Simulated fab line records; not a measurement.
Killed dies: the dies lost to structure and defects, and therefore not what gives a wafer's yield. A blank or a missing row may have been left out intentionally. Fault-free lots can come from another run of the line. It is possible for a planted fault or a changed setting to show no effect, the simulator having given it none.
Which of the tools did it? + flow n5_finfet + route of 1938 steps, sampled at 1 step: 12 lots, 36 wafers

WHAT THE GAUGES SHOWED, per wafer
N5_BEOL_M8_INSPECT_13: inspects for defects (brightfield).
| lot  | measured     | on                | raw_defect_count |
|------|--------------|-------------------|------------------|
| L074 | day 10 13:13 | defect_inspect-02 | 421 268 373      |
| L077 | day 11 03:48 | defect_inspect-01 | 331 499 299      |
| L078 | day 11 09:04 | defect_inspect-02 | 570 484 589      |
| L083 | day 11 16:35 | defect_inspect-02 | 470 403 536      |
| L084 | day 12 21:03 | defect_inspect-01 | 334 281 370      |
| L088 | day 13 01:55 | defect_inspect-02 | 555 288 377      |
| L086 | day 13 16:33 | defect_inspect-02 | 327 254 555      |
| L089 | day 14 05:29 | defect_inspect-01 | 480 455 450      |
| L092 | day 14 09:59 | defect_inspect-01 | 338 578 323      |
| L093 | day 14 19:44 | defect_inspect-02 | 488 498 479      |
| L095 | day 15 09:13 | defect_inspect-02 | 406 320 364      |
| L097 | day 16 07:07 | defect_inspect-02 | 518 758 415      |

WHAT TOOL EACH LOT RAN ON (gives the tool, then ch and the chambers of the sampled wafers, and finally the start)
Record: no process step prior to these readings.

THE ANSWER, worked out from the rows above alone
Rule: the lots themselves supply what counts as usual. The widest of any qualifying gaps counts: lots, ordered by their means at a reading, are off when they make up no more than a third of the lots, leave a main group of 4 or more, and stand apart from it by 3 or more times the standard deviation of that group's means. If all means in a main group match to the digits the tables above print for the reading, that group is not used. Also off: a lot with no number at a reading for which 4 or more lots have one. Any other lot the step has rows for is counted as sound.
Across all readings shown, no lot is off: no conclusion can be drawn from this.

WHAT WAS PUT IN BY THE SIMULATOR
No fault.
